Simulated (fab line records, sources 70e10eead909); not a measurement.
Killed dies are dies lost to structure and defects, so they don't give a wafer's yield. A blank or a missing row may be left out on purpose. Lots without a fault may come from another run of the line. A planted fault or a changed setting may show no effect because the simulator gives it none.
A struck lot beside a sound one | flow nand_harc | 15 steps out of a route of 1302
Sound: wafers L814.1, L814.3, L814.4. Struck: wafers L821.1, L821.2. (L821.4 of the same lot was not struck and is left out.) The cause comes at the end.
At each step with rows: each side's tool, then ch and its chambers, then its first start. Under that, the readings that differ: sound wafers | struck wafers | difference of the means | sigmas: that difference in standard deviations of wafers without a fault.
alike: readings whose means differ by less than 2 such deviations, and words and numbers that are the same on both sides. not compared: withheld readings, readings that some wafer has no value for, bounds like >300 that may hide the same value, and numbers for which the record gives no deviation and whose values overlap.
The two part at a step that has a row with sigmas, a row that says differs or no value, or rows on one side only. Numbers that don't overlap but have no deviation are shown without sigmas and don't part them. A reading that every wafer of one side lacks parts them only if that side has two wafers or more.

first, 4 steps without rows for these wafers: NHARC_A_BONDPAD_EBR_05; NHARC_A_BONDPAD_EXPOSE_06 (exposes mask A BPAD); NHARC_A_BONDPAD_PEB_07 (peb time 80 s); NHARC_A_BONDPAD_DEVELOP_08 (time 50 s).
NHARC_A_BONDPAD_CD_MEAS_09: target cd 500 nm.
  sound on cd_sem-03 ch 0, day 25 03:08; struck on cd_sem-03 ch 0, day 28 11:15
  alike: cd_nm
NHARC_A_BONDPAD_OVL_MEAS_35:
  sound on overlay-02, day 25 03:13; struck on overlay-02, day 28 11:20
  alike: overlay_x_nm, overlay_y_nm
then, 1 step without rows for these wafers: NHARC_A_BONDPAD_HARDBAKE_10 (time 65 s).
NHARC_A_BONDPAD_DESCUM_11: chemistry O2, time 3 s.
  sound on rie_diel-03 ch 0,2,3, day 25 03:22; struck on rie_diel-03 ch 2,3, day 28 11:28
  reading                | sound | struck | difference | sigmas
  rf_hours_counter_h (h) | 3 3 3 | 0 0    | -3         |
  alike: drypump_motor_current_A, oes_product_au, rf_vpp_V, showerhead_plenum_p_Torr, throttle_valve_pct
NHARC_A_BONDPAD_ETCH_34: etches the open film in N2/H2, target depth 60 nm, overetch 18 nm, time 65.91 s.
  sound on rie_diel-03 ch 0,2,3, day 25 03:26; struck on rie_diel-03 ch 0,2, day 28 11:34
  reading                | sound | struck | difference | sigmas
  rf_hours_counter_h (h) | 3 3 3 | 0 0    | -3         |
  alike: drypump_motor_current_A, oes_product_au, rf_vpp_V, showerhead_plenum_p_Torr, throttle_valve_pct
NHARC_A_BONDPAD_ETCH_12: etches the open film in CHF3/O2, target depth 220 nm, time 110 s.
  sound on rie_diel-03 ch 0,1,3; struck on rie_diel-03 ch 0,3
  reading                | sound | struck | difference | sigmas
  rf_hours_counter_h (h) | 3 3 3 | 0 0    | -3         |
  alike: drypump_motor_current_A, oes_product_au, rf_vpp_V, showerhead_plenum_p_Torr, throttle_valve_pct
NHARC_A_BONDPAD_CD_MEAS_13:
  sound on cd_sem-02, day 25 03:40; struck on cd_sem-03, day 28 11:48
  alike: cd_nm
NHARC_A_BONDPAD_STRIP_15: strips in O2.
  sound on rie_diel-03 ch 1,2,3, day 25 03:44; struck on rie_diel-03 ch 0,1, day 28 11:52
  reading                | sound | struck | difference | sigmas
  rf_hours_counter_h (h) | 3 3 3 | 0 0    | -3         |
  alike: drypump_motor_current_A, oes_product_au, rf_vpp_V, showerhead_plenum_p_Torr, throttle_valve_pct
NHARC_A_BONDPAD_ETCH_24: etches the open film in CF4/N2, target depth 30 nm, time 72.99 s.
  sound on rie_diel-03 ch 1,2,3, day 25 03:53; struck on rie_diel-03 ch 0,2, day 28 12:02
  reading                | sound             | struck      | difference | sigmas
  oes_product_au (a.u.)  | 1.009 1.013 1.004 | 0.850 0.837 | -0.165     | -18
  rf_hours_counter_h (h) | 3 3 3             | 0 0         | -3         |
  alike: drypump_motor_current_A, rf_vpp_V, showerhead_plenum_p_Torr, throttle_valve_pct
then, 1 step without rows for these wafers: NHARC_A_BONDPAD_STRIP_16 (strips in post etch residue remover, time 600 s).
NHARC_END_SORT_01:
  sound on prober-02 ch 0, day 26 08:57; struck on prober-01 ch 0, day 29 20:14
  reading                  | sound          | struck    | difference | sigmas
  defect_limited_yield (%) | 81.5 87.9 85.8 | 95.1 95.9 | +10.4      | +4
  killed_at_array          | 120 77 92      | 25 24     | -72        | -4
  killed_dies              | 125 82 96      | 33 28     | -70        | -4
  alike: killed_at_other, killed_at_periphery, killed_open, killed_short

WHERE THEY PART
First at NHARC_A_BONDPAD_ETCH_24; last, within this record, at NHARC_END_SORT_01.

WHY: what the simulator had put in
Process parameter drift: rie_diel-03, from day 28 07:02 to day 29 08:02, at NHARC_A_BONDPAD_ETCH_24. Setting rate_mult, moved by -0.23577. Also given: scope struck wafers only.
